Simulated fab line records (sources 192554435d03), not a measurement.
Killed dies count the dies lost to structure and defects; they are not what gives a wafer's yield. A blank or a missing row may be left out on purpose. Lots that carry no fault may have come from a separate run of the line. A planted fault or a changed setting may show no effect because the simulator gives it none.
Chamber matching -- flow n5_finfet -- 4 sister chambers for N5_FIN_SAQP_HM_OPEN_33 on rie_diel-01
The step chemistry CH3F/O2, target SiNx, target depth 49.4 nm, time 70.6 s. 4 wafers are shown with their chamber, then 12 later ones without.

WAFERS, EACH WITH ITS CHAMBER
wafer,chamber,throttle_valve_pct (%)
L089.1,0,16.76
L090.1,3,15.95
L091.5,1,16.48
L091.6,2,16.09

WAFERS WITH NO CHAMBER GIVEN
wafer,throttle_valve_pct (%)
L092.1,15.96
L092.2,16.08
L092.4,16.75
L094.1,16.77
L094.5,16.51
L094.6,16.78
L095.3,16.09
L095.4,16.78
L095.6,16.53
L097.1,15.98
L097.3,16.52
L097.5,16.12

CHAMBER TAKEN BY EACH
wafer,from the rows above,in truth
L092.1,3,3
L092.2,2,2
L092.4,0,0
L094.1,0,0
L094.5,1,1
L094.6,0,0
L095.3,2,2
L095.4,0,0
L095.6,1,1
L097.1,3,3
L097.3,1,1
L097.5,2,2
12 of 12 placed correctly. From these rows, 0 cannot be placed. Number placed wrongly: 0.
How it was worked out, from the rows above alone: a wafer's distance from a chamber is the root of the sum, over the readings, of the square of ((its reading less the chamber's mean) divided by the reading's scatter). If the next closest chamber is less than 2 further off than the closest, the wafer can't be placed; otherwise it belongs to the closest. A chamber's mean is the mean of its shown wafers. The scatter: root of mean squared gap, hidden wafer to nearest shown wafer, with one shown wafer a chamber.
